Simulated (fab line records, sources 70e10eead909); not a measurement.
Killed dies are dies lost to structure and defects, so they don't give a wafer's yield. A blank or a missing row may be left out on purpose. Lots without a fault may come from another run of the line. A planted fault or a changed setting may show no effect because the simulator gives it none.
Chamber matching | flow nand_harc | NHARC_A_BONDPAD_DESCUM_11 on rie_diel-06: 4 sister chambers
The step chemistry O2, time 3 s. 16 wafers are shown with their chamber, then 8 later ones without.

WAFERS WITH THEIR CHAMBER
wafer  | chamber | oes_product_au (a.u.) | rf_vpp_V (V) | throttle_valve_pct (%)
L906.3 | 0       | 0.989                 | 59.2         | 11.328
L906.5 | 2       | 0.986                 | 57.8         | 11.313
L906.6 | 3       | 0.998                 | 57.7         | 11.326
L907.2 | 1       | 1.013                 | 58.4         | 11.305
L907.3 | 2       | 0.991                 | 57.0         | 11.320
L907.5 | 2       | 1.005                 | 56.5         | 11.319
L908.4 | 2       | 0.988                 | 56.2         | 11.308
L908.5 | 3       | 1.001                 | 58.1         | 11.320
L908.6 | 2       | 0.989                 | 57.0         | 11.316
L909.1 | 3       | 0.993                 | 58.5         | 11.314
L909.2 | 1       | 1.004                 | 57.3         | 11.311
L909.4 | 2       | 0.985                 | 57.5         | 11.300
L911.1 | 2       | 1.006                 | 57.4         | 11.311
L911.2 | 1       | 0.999                 | 57.4         | 11.324
L911.3 | 0       | 0.983                 | 57.1         | 11.313
L918.3 | 3       | 0.986                 | 58.5         | 11.304

SIGNATURES (means of the wafers above)
reading            | chamber 0 | chamber 1 | chamber 2 | chamber 3 | scatter within a chamber
oes_product_au     | 0.98600   | 1.00533   | 0.99286   | 0.99450   | 0.00774
rf_vpp_V           | 58.150    | 57.700    | 57.057    | 58.200    | 0.665
throttle_valve_pct | 11.32050  | 11.31333  | 11.31243  | 11.31600  | 0.00844
Rule: a wafer's distance from a chamber is the root of the sum, over the readings, of the square of ((its reading less the chamber's mean) divided by the reading's scatter). The wafer belongs to the nearest chamber; if the next one is less than 2 further off, it can't be placed. The scatter: the root of (the sum of the squares of (reading less its chamber's mean) over the shown wafers, divided by (wafers less chambers)).

WAFERS WITHOUT THEIR CHAMBER
wafer  | oes_product_au (a.u.) | rf_vpp_V (V) | throttle_valve_pct (%)
L918.4 | 0.971                 | 55.8         | 11.310
L918.6 | 0.993                 | 58.8         | 11.332
L920.1 | 1.007                 | 56.2         | 11.305
L920.2 | 0.996                 | 58.5         | 11.317
L920.3 | 0.985                 | 57.1         | 11.331
L922.1 | 0.983                 | 57.9         | 11.306
L922.2 | 0.985                 | 58.3         | 11.297
L922.5 | 0.995                 | 58.4         | 11.309

WHICH CHAMBER EACH WENT THROUGH
wafer  | from the rows above               | in truth
L918.4 | can't be placed: 2 or 0 or 3 or 1 | 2
L918.6 | can't be placed: 0 or 3 or 1 or 2 | 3
L920.1 | can't be placed: 2 or 1 or 3 or 0 | 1
L920.2 | can't be placed: 3 or 0 or 1 or 2 | 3
L920.3 | can't be placed: 0 or 2 or 3 or 1 | 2
L922.1 | can't be placed: 0 or 2 or 3 or 1 | 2
L922.2 | can't be placed: 3 or 0 or 2 or 1 | 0
L922.5 | can't be placed: 3 or 1 or 0 or 2 | 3
Placed correctly: 0 of 8. Can't be placed from these rows: 8 (the true chamber is among the candidates in 8). Placed wrongly: 0.
